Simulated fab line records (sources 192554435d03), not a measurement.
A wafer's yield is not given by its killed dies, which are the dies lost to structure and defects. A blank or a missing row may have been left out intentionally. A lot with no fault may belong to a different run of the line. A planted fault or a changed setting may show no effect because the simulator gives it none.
Split-lot experiment | flow n5Finfet | 7 lots, 21 wafers read, on a route of 1938 steps

SPLIT DETAILS
At N5_MOL_CONTACT_COAG_COAT_75 (time 60 s, resist thk 60 nm), the setting spinRpm was moved away from the recipe's 1500 rpm on 8 of the 21 wafers read, by -10.1% to +10.3%. The other wafers ran this setting at the recipe's value.

FROM THE SPLIT TO THE READING: what the file shows between them, 8 steps
- N5_MOL_CONTACT_COAG_COAT_76: time 60 s, resist thk 10 nm (also split here: spinRpm)
- N5_MOL_CONTACT_COAG_COAT_77: time 60 s, resist thk 10 nm
- N5_MOL_CONTACT_COAG_COAT_78: resist thk 40 nm
- N5_MOL_CONTACT_COAG_DESCUM_88: chemistry O2, time 7 s
- N5_MOL_CONTACT_COAG_ETCH_89: etches underlayer in N2/H2, target depth 13 nm, time 10.4 s
- N5_MOL_CONTACT_COAG_ETCH_90: etches SiARC in CF4, target depth 13 nm, time 21.7 s
- N5_MOL_CONTACT_COAG_ALD_131: deposits SiO2, target thk 5 nm, pulse time 1 s, co reactant pulse time 1 s
- N5_MOL_CONTACT_COAG_ETCHBACK_132: etches SiO2 in CHF3, target depth 10 nm, time 6.7 s

THE READING
etch.depthNm (the simulator's own value, which no gauge read), in nm, at N5_MOL_CONTACT_COAG_ETCH_91 (etches SOC in N2/H2, target depth 60 nm, overetch 21 nm, time 101.2 s). The file does not state a usual value for it. The 13 wafers here that ran the recipe average 60.06 nm, standard deviation 0.22 nm.

wafer  | tool, chamber at the split | spinRpm as run, rpm | against the recipe | etch.depthNm, nm | against lot-mates on the recipe
L074.4 | lithoTrack-02, 0           | 1500                | recipe             | 59.91            | -
L074.5 | lithoTrack-02, 0           | 1655                | +10.3%             | 57.07            | -2.84
L074.6 | lithoTrack-02, 0           | 1655                | +10.3%             | 56.99            | -2.92
L075.2 | lithoTrack-05, 0           | 1500                | recipe             | 60.05            | -
L075.3 | lithoTrack-05, 0           | 1500                | recipe             | 59.92            | -
L075.6 | lithoTrack-05, 0           | 1500                | recipe             | 59.79            | -
L078.2 | lithoTrack-05, 0           | 1645                | +9.7%              | 57.6             | -2.42
L078.4 | lithoTrack-05, 0           | 1500                | recipe             | 60.02            | -
L078.6 | lithoTrack-05, 0           | 1645                | +9.7%              | 57.38            | -2.64
L080.1 | lithoTrack-02, 0           | 1398                | -6.8%              | 62.17            | +2.13
L080.4 | lithoTrack-02, 0           | 1500                | recipe             | 60.04            | -
L080.5 | lithoTrack-02, 0           | 1398                | -6.8%              | 62.23            | +2.19
L084.3 | lithoTrack-03, 0           | 1500                | recipe             | 60.47            | -
L084.4 | lithoTrack-03, 0           | 1500                | recipe             | 60.55            | -
L084.5 | lithoTrack-03, 0           | 1500                | recipe             | 60.27            | -
L088.1 | lithoTrack-05, 0           | 1500                | recipe             | 60               | -
L088.3 | lithoTrack-05, 0           | 1348                | -10.1%             | 63.17            | +3.19
L088.4 | lithoTrack-05, 0           | 1500                | recipe             | 59.96            | -
L096.1 | lithoTrack-05, 0           | 1500                | recipe             | 59.9             | -
L096.2 | lithoTrack-05, 0           | 1500                | recipe             | 59.89            | -
L096.6 | lithoTrack-05, 0           | 1452                | -3.2%              | 60.79            | +0.90

FIT RESULTS
A straight line over all 21 wafers: etch.depthNm changes by -0.29 nm for each +1% of spinRpm; r = -0.99; the points scatter about the line by 0.22 nm.
The same after taking each lot's own level away (the mean of its wafers on the recipe; 21 wafers): -0.287 nm for each +1%; r = -1.00; scatter 0.13 nm.
On that fit, the largest move of spinRpm shifts the reading by 3 nm.
Measured against the standard deviation above, the lots' own levels, which go from 59.895 to 60.430 nm, span 2.4 times it.
Hence the lot-to-lot level has little effect on the slope; both slopes agree.
Check: -2.92 nm against its lot-mates is what the line predicts for one of the wafers moved furthest among these (+10.3%) when that wafer is left out of the fit. It came out at -2.84 nm against them.

FURTHER SPLITS ON THESE WAFERS
These wafers also went through other splits before the reading. Each is held against what the fit with the lots' levels taken away leaves over:
other split on the same wafers      | wafers away from the commonest value | r with etch.depthNm (lot level and that fit taken away)
N5_SDB_COAT_04 timeS                | 10                                   | -0.34
N5_HKMG_FIN_ETCH_31 biasW           | 7                                    | -0.47
N5_HKMG_FIN_COAT_85 spinRpm         | 8                                    | +0.05
N5_MOL_CONTACT_COAG_COAT_76 spinRpm | 7                                    | -0.03

THE WHOLE CHAIN: every reading that the file lists as answering this split, in the file's order
step                        | what it does                                                          | reading                                                                                | change (the file's fit)               | r (the file's)
N5_MOL_CONTACT_COAG_COAT_75 | time 60 s, resist thk 60 nm                                           | SOC_of_MOL_CONTACT_COAG_COAT_75.thkNm (the simulator's own value, which no gauge read) | -0.293 nm for each +1% of the setting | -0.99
N5_MOL_CONTACT_COAG_ETCH_91 | etches SOC in N2/H2, target depth 60 nm, overetch 21 nm, time 101.2 s | etch.depthNm (the simulator's own value, which no gauge read)                          | -0.29 nm for each +1% of the setting  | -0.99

THE FILE'S OWN FIT
etch.depthNm changes by -0.29 nm for each +1% of spinRpm, r = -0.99.
